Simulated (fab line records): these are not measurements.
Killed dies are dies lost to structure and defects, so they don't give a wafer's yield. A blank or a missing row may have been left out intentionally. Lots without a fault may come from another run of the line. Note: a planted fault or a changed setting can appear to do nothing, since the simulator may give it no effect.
Lot-split experiment -- flow n5 finfet -- route with 1938 steps; 7 lots, 39 wafers read

## SPLIT DETAILS
At N5_MOL_CONTACT_COAG_ETCH_15 (etches SiNx in CH3F/O2, stops on Si:P, target depth 7 nm), the setting target depth a was moved away from the recipe's 70 angstrom on 12 of the 39 wafers read, by -49.4% to +22.7%. All remaining wafers had this setting at the recipe value.

No step appears in the file between the split and the reading.

## THE READING
SOC_of_MOL_CONTACT_COAG_COAT_103.thk nm (the simulator's own value, which no gauge read), in nm, at N5_MOL_CONTACT_COAG_ETCH_110 (etches Si in CF4/O2, target depth 2.5 nm, time 8 s). There is no usual value for it anywhere in the file. Here, 27 wafers ran the recipe; their average is 73.7 nm with a standard deviation of 0.14 nm.

wafer,"tool, chamber at the split","target depth a as run, angstrom",against the recipe,"SOC_of_MOL_CONTACT_COAG_COAT_103.thk nm, nm",against lot-mates on the recipe
L075.1,"rie diel-01, 3",70,recipe,73.6,-
L075.2,"rie diel-01, 0",70,recipe,73.6,-
L075.3,"rie diel-01, 1,2,0,1",70,recipe,73.8,-
L075.4,"rie diel-01, 1,2,0,1",70,recipe,73.8,-
L075.5,"rie diel-01, 1,2,0,1",70,recipe,73.8,-
L075.6,"rie diel-01, 1,2,0,1",70,recipe,73.8,-
L084.1,"rie diel-05, 0,1",35.42,-49.4%,75.6,+1.7
L084.2,"rie diel-05, 1",35.42,-49.4%,75.4,+1.5
L084.3,"rie diel-05, 3",70,recipe,73.8,-
L084.5,"rie diel-05, 3",70,recipe,73.8,-
L084.4,"rie diel-05, 0,1",35.42,-49.4%,75.8,+1.9
L084.6,"rie diel-05, 0",70,recipe,74,-
L085.1,"rie diel-01, 1,0,2,3,0",70,recipe,73.8,-
L085.2,"rie diel-01, 1,0,2,3,0",70,recipe,73.8,-
L085.3,"rie diel-01, 1,0,2,3,0",70,recipe,73.8,-
L085.5,"rie diel-01, 1",70,recipe,73.8,-
L085.6,"rie diel-01, 1,0,2,3,0",70,recipe,73.8,-
L085.4,"rie diel-01, 1,0,2,3,0",70,recipe,73.6,-
L087.1,"rie diel-04, 3,1",70,recipe,73.6,-
L087.2,"rie diel-04, 3,1",70,recipe,73.6,-
L087.6,"rie diel-04, 2",70,recipe,73.6,-
L087.3,"rie diel-04, 2",59.43,-15.1%,74.2,+0.6
L087.4,"rie diel-04, 1",59.43,-15.1%,74.2,+0.6
L087.5,"rie diel-04, 3",59.43,-15.1%,73.6,+0.0
L091.1,"rie diel-04, 0",70,recipe,73.6,-
L091.5,"rie diel-04, 2",70,recipe,73.6,-
L091.4,"rie diel-04, 0",70,recipe,73.4,-
L094.1,"rie diel-01, 0",48.44,-30.8%,74.6,+1.0
L094.2,"rie diel-01, 1",70,recipe,73.6,-
L094.5,"rie diel-01, 3",70,recipe,73.6,-
L094.6,"rie diel-01, 1",70,recipe,73.6,-
L094.3,"rie diel-01, 3",48.44,-30.8%,74.4,+0.8
L094.4,"rie diel-01, 0",48.44,-30.8%,74.8,+1.2
L095.1,"rie diel-04, 2",85.9,+22.7%,73.4,-0.4
L095.2,"rie diel-04, 3",85.9,+22.7%,73,-0.8
L095.3,"rie diel-04, 1",70,recipe,73.8,-
L095.4,"rie diel-04, 1",70,recipe,73.6,-
L095.5,"rie diel-04, 3",85.9,+22.7%,72.8,-1.0
L095.6,"rie diel-04, 2",70,recipe,74,-
Rows listing several chambers each stand for several wafers; the file does not say which wafer went through which chamber.

FIT RESULTS
A straight line over all 39 wafers: SOC_of_MOL_CONTACT_COAG_COAT_103.thk nm changes by -0.0338 nm for each +1% of target depth a; r = -0.95; the points scatter about the line by 0.2 nm.
The same after taking each lot's own level away (the mean of its wafers on the recipe; 39 wafers): -0.0337 nm for each +1%; r = -0.97; scatter 0.15 nm.
On that fit, the largest move of target depth a shifts the reading by 1.7 nm.
Across the lots, their own levels run from 73.53 to 73.87 nm, a range of 2.4 times the standard deviation given above.
So the lot-to-lot level changes the slope little: the two slopes agree.
Check: +1.64 nm against its lot-mates is what the line predicts for one of the wafers moved furthest among these (-49.4%) when that wafer is left out of the fit. Against them it came out at +1.73 nm.

## THESE WAFERS: OTHER SPLITS
Before the reading, these wafers also passed through other splits. Each is held against what the fit with the lots' levels taken away leaves over:
other split on the same wafers,wafers away from the commonest value,r with SOC_of_MOL_CONTACT_COAG_COAT_103.thk nm (lot level and that fit taken away)
N5_FIN_SAQP_PECVD_06 time s,18,-0.05
N5_DUMMY_GATE_CVD_03 target thk a,12,-0.01

## THE WHOLE CHAIN: every reading that the file lists as answering this split, in the file's order
step,what it does,reading,change (the file's fit),r (the file's)
N5_MOL_CONTACT_COAG_ETCH_15,"etches SiNx in CH3F/O2, stops on Si:P, target depth 7 nm","SOC_of_MOL_CONTACT_COAG_COAT_103.thk nm (the simulator's own value, which no gauge read)",-0.0319 nm for each +1% of the setting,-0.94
N5_MOL_CONTACT_COAG_ETCH_110,"etches Si in CF4/O2, target depth 2.5 nm, time 8 s","SOC_of_MOL_CONTACT_COAG_COAT_103.thk nm (the simulator's own value, which no gauge read)",-0.0337 nm for each +1% of the setting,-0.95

## FILE'S OWN FIT
SOC_of_MOL_CONTACT_COAG_COAT_103.thk nm changes by -0.0337 nm for each +1% of target depth a, r = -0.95.
